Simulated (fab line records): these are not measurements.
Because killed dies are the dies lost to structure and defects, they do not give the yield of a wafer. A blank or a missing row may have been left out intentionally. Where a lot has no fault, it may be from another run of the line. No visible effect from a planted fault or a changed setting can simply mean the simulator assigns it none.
Comparing a struck lot with a sound one | flow nand_harc | 21 steps out of a route of 1302
Sound: these wafers, L369.3, L369.4, L369.5. Wafers struck: L380.1, L380.2, L380.4. Last of all comes the cause.
For every step that has rows: the tool of each side, followed by ch and its chambers, followed by its first start. Under that, the readings that differ: sound wafers | struck wafers | difference of the means | sigmas: that difference in standard deviations of wafers without a fault.
alike: readings whose means differ by less than 2 such deviations, and words and numbers that are the same on both sides. not compared: withheld readings, readings that some wafer has no value for, bounds like >300 that may hide the same value, and numbers for which the record gives no deviation and whose values overlap.
The two part at a step that has a row with sigmas, a row that says differs or no value, or rows on one side only. Numbers that don't overlap but have no deviation are shown without sigmas and don't part them. Lack of a reading on every wafer of one side parts them only where that side has two or more wafers.

NHARC_A_BLC_CMP_25: polishes, t overpolish 30 s, target thk 150 nm.
  sound on cmp-02 ch 0,1,3, day 23 06:43; struck on cmp-03 ch 0,1,3, day 28 18:52
  reading                | sound          | struck         | difference | sigmas
  time_to_endpoint_s (s) | 32.2 36.2 37.7 | 29.9 28.5 29.0 | -6.2       | -2
  alike: motor_current_A, overpolish_run_s, slurry_filter_dp_kPa
following that, these wafers have no rows for 1 step: NHARC_A_BLC_SRD_27.
NHARC_A_BLC_INSPECT_28:
  sound: defect_inspect-02 at day 23 07:04; struck: defect_inspect-01 at day 28 19:14
  alike: raw_defect_count
then, 8 steps without rows for these wafers: NHARC_A_M0_DEP_00 (deposits SiOC, target thk 150 nm); NHARC_A_M0_DEHYDRATE_01 (time 120 s); NHARC_A_M0_HMDS_02 (time 30 s); NHARC_A_M0_COAT_33 (time 65 s); NHARC_A_M0_COAT_03 (resist thk 90 nm); NHARC_A_M0_SOFTBAKE_04 (time 55 s); NHARC_A_M0_EBR_05; NHARC_A_M0_EXPOSE_06 (exposes mask A M0, target cd 80 nm).
NHARC_A_M0_PEB_07: peb time 65 s.
  sound on litho_track-01 ch 0, day 23 07:46; struck on litho_track-04 ch 0, day 28 20:03
  reading                  | sound               | struck               | difference | sigmas
  heater_power_total_W (W) | 157.1 157.1 157.1   | 166.2 166.3 166.9    | +9.4       | +23
  plate_temp_C (C)         | 100.09 100.11 99.99 | 104.42 104.28 104.22 | +4.24      | +33
  alike: resist_line_temp_C
then, 1 step without rows for these wafers: NHARC_A_M0_DEVELOP_08 (develop time 35 s).
NHARC_A_M0_CD_MEAS_09: the cd target is 80 nm.
  sound on cd_sem-01 ch 0, day 23 07:51; struck on cd_sem-02 ch 0, day 28 20:08
  reading    | sound          | struck         | difference | sigmas
  cd_nm (nm) | 80.3 80.8 79.0 | 96.5 95.4 96.3 | +16.0      | +21
NHARC_A_M0_OVL_MEAS_10: pitch 160 nm.
  sound: overlay-02 at day 23 07:56; struck: overlay-02 at day 28 20:13
  reading           | sound          | struck      | difference | sigmas
  overlay_y_nm (nm) | -0.9 -1.2 -1.2 | 1.0 1.0 0.6 | +2.0       | +3
  alike: overlay_x_nm
NHARC_A_M0_INSPECT_11:
  sound: defect_inspect-01 at day 23 07:58; struck: defect_inspect-02 at day 28 20:16
  reading          | sound    | struck      | difference | sigmas
  raw_defect_count | 27 25 25 | 141 141 160 | +122       | +3
NHARC_A_M0_DESCUM_14: chemistry O2, time 3 s.
  sound on rie_diel-05 ch 0,2, day 23 08:11; struck on rie_diel-05 ch 1,2,3, day 28 20:19
  reading               | sound             | struck            | difference | sigmas
  model.A_M0.cd_nm (nm) | 80.58 80.93 79.21 | 95.91 96.15 96.49 | +15.94     |
  alike: chamber_pressure_mTorr, drypump_motor_current_A, oes_product_au, rf_vpp_V, showerhead_plenum_p_Torr, throttle_valve_pct
  not compared: rf_hours_counter_h
NHARC_A_M0_ETCH_34: etches the open film in N2/H2, target depth 40 nm, overetch 12 nm, time 43.94 s.
  sound on rie_diel-05 ch 1,2,3, day 23 08:16; struck on rie_diel-05 ch 0,2,3, day 28 20:25
  alike: chamber_pressure_mTorr, drypump_motor_current_A, oes_product_au, rf_vpp_V, showerhead_plenum_p_Torr, throttle_valve_pct
  not compared: rf_hours_counter_h
NHARC_A_M0_ETCH_15: etches the open film in C4F8/Ar, target depth 150 nm, overetch 15 nm, time 82.5 s.
  sound on rie_diel-05 ch 0,2; struck on rie_diel-05 ch 0,1,3
  reading               | sound            | struck            | difference | sigmas
  model.A_M0.cd_nm (nm) | 79.79 80.93 78.2 | 95.52 96.16 96.09 | +16.28     |
  alike: chamber_pressure_mTorr, oes_product_au, rf_vpp_V
  not compared: rf_hours_counter_h
NHARC_A_M0_CD_MEAS_16:
  sound: cd_sem-02 at day 23 08:29; struck: cd_sem-01 at day 28 20:37
  reading    | sound          | struck         | difference | sigmas
  cd_nm (nm) | 80.0 80.8 78.1 | 95.4 96.1 96.0 | +16.2      | +15
NHARC_END_SORT_01:
  the record has rows for the sound wafers here (prober-01 ch 0, day 25 01:07) and none for the struck ones

WHERE THEY PART
Earliest at NHARC_A_BLC_CMP_25; latest, in this record, at NHARC_END_SORT_01.

WHY: what the simulator had put in
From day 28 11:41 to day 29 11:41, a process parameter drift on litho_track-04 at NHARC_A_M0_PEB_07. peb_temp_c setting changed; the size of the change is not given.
